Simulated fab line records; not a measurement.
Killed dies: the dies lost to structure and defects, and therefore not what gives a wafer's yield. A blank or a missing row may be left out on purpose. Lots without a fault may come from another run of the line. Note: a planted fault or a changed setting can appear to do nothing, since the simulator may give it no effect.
Chamber matching    flow nand harc    pecvd-03 running NHARC_A_STAIRCASE_DEP_471: 3 sister chambers
The step deposits SiO2, target thk 100 nm. 6 wafers are shown with their chamber, then 8 later ones without.

== WAFERS PAIRED WITH THEIR CHAMBERS ==
wafer   chamber  throttle valve pct (%)  heater power w (W)
L078.5  1        15.9                    468
L080.2  1        16.0                    593
L085.2  2        16.0                    614
L085.3  0        16.4                    549
L085.6  2        15.9                    611
L089.2  0        16.1                    593

== WAFERS WITH NO CHAMBER GIVEN ==
wafer   throttle valve pct (%)  heater power w (W)
L089.3  15.8                    604
L089.6  16.0                    600
L092.1  16.2                    524
L092.2  16.0                    500
L092.4  16.4                    520
L096.3  16.3                    512
L096.4  16.7                    590
L096.6  16.1                    525

== CHAMBER TAKEN BY EACH ==
wafer   from the rows above           in truth
L089.3  can't be placed: 2 or 1       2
L089.6  can't be placed: 2 or 1 or 0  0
L092.1  can't be placed: 0 or 1 or 2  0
L092.2  can't be placed: 1 or 2 or 0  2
L092.4  can't be placed: 0 or 1       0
L096.3  can't be placed: 0 or 1       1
L096.4  0                             0
L096.6  can't be placed: 1 or 0 or 2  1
1 of 8 placed correctly. Unplaceable from these rows: 7, with the true chamber sitting among the candidates in 7. 0 placed wrongly.
How it was worked out, from the rows above alone: a wafer's distance from a chamber is the root of the sum, over the readings, of the square of ((its reading less the chamber's mean) divided by the reading's scatter). If the next closest chamber is less than 2 further off than the closest, the wafer can't be placed; otherwise it belongs to the closest. A chamber's mean is the mean of its shown wafers. The scatter is the square root of a quotient: the sum, over the shown wafers, of each reading's squared deviation from its chamber's mean, divided by wafers minus chambers.
